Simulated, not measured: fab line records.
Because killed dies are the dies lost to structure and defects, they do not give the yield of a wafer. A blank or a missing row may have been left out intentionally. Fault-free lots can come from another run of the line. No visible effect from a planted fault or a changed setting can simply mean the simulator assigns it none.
Lot-split experiment ; flow n5_finfet ; 21 wafers read across 7 lots, on a route 1938 steps long

== ON THE SPLIT ==
At N5_BEOL_M1_CMP_52 (polishes, stops on SiOC, t overpolish 6.8 s, target thk 40 nm), the setting down_force_psi was moved away from the recipe's 1 psi on 7 of the 21 wafers read, by -8.2% to +21.3%. All remaining wafers had this setting at the recipe value.

Reading taken at the split's own step.

== THE READING ==
barrier_field_endpoint_s, in s, at N5_BEOL_M1_CMP_52 (polishes, stops on SiOC, t overpolish 6.8 s, target thk 40 nm). Fault-free wafers of this fab line usually give 24.8 s, standard deviation 0.51 s.

wafer;tool, chamber at the split;down_force_psi as run, psi;against the recipe;barrier_field_endpoint_s, s;against lot-mates on the recipe
L076.4;cmp-01, 3;1;recipe;25.0;-
L076.2;cmp-01, 1;1;recipe;24.9;-
L076.5;cmp-01, 3;1.141;+14.1%;21.9;-3.1
L078.4;cmp-04, 3;1.094;+9.4%;22.9;-1.6
L078.3;cmp-04, 0;1;recipe;24.5;-
L078.2;cmp-04, 2;1.094;+9.4%;22.9;-1.6
L079.4;cmp-04, 3;1;recipe;25.5;-
L079.5;cmp-04, 1;1;recipe;25.3;-
L079.6;cmp-04, 2;1;recipe;26.1;-
L081.2;cmp-01, 1;1;recipe;25.8;-
L081.1;cmp-01, 2;1.213;+21.3%;20.8;-4.6
L081.6;cmp-01, 0;1;recipe;25.0;-
L083.4;cmp-04, 2;1;recipe;25.1;-
L083.3;cmp-04, 3;1;recipe;24.8;-
L083.5;cmp-04, 1;1;recipe;24.8;-
L084.3;cmp-04, 1;1;recipe;23.9;-
L084.2;cmp-04, 3;1;recipe;24.5;-
L084.6;cmp-04, 0;1;recipe;24.6;-
L096.4;cmp-03, 0;0.9176;-8.2%;27.6;no lot-mate on the recipe
L096.2;cmp-03, 2;0.9176;-8.2%;28.0;no lot-mate on the recipe
L096.5;cmp-03, 3;0.9176;-8.2%;27.0;no lot-mate on the recipe

THE FIT
A straight line over all 21 wafers: barrier_field_endpoint_s changes by -0.231 s for each +1% of down_force_psi; r = -0.95; the points scatter about the line by 0.56 s.
The same after taking each lot's own level away (the mean of its wafers on the recipe; 18 wafers): -0.208 s for each +1%; r = -0.98; scatter 0.29 s.
The reading moves by 4.4 s for the largest change in down_force_psi, on that fit.
Across the lots, their own levels run from 24.33 to 25.63 s, a range of 2.5 times the standard deviation given above.
In other words, the slope is changed by the lot-to-lot level; the two fits disagree.
Check: for one of the wafers moved furthest among these (+21.3%), held out of the fit, the line's prediction against its lot-mates is -4.15 s. It came out at -4.6 s against them.
Tool readings at the split's step, against how far the setting was moved: barrier_field_endpoint_s r = -0.95.

== FURTHER SPLITS ON THESE WAFERS ==
Before the reading, these wafers also passed through other splits. Each is held against what the fit with the lots' levels taken away leaves over:
other split on the same wafers;wafers away from the commonest value;r with barrier_field_endpoint_s (lot level and that fit taken away)
N5_DUMMY_GATE_COAT_28 spin_rpm;3;+0.11
N5_SD_EPI_N_ETCH_16 target_depth_a;5;-0.32
N5_SDB_ETCH_25 time_s;4;+0.36
N5_HKMG_FIN_COAT_43 spin_rpm;2;-0.03
N5_HKMG_FIN_ETCH_55 bias_w;3;-0.41
N5_GATE_CUT_ALD_22 ald_cycles;9;-0.15
N5_GATE_CUT_CMP_23 down_force_psi;9;-0.10
N5_MOL_CONTACT_COAG_ETCH_15 source_w;9;-0.07
N5_MOL_CONTACT_COAG_VIA_ETCH_46 bias_w;5;-0.10
N5_BEOL_M0_SAQP_HM_DEP_02 target_thk_a;6;+0.42
N5_BEOL_M0_CUTY_EXPOSE_54 dose_mj;11;-0.39
N5_BEOL_M0_ETCH_138 source_w;8;+0.14
N5_BEOL_M1_TRENCH_ETCH_37 time_s;5;+0.05

== FILE'S OWN FIT ==
barrier_field_endpoint_s changes by -0.212 s for each +1% of down_force_psi, r = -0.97.
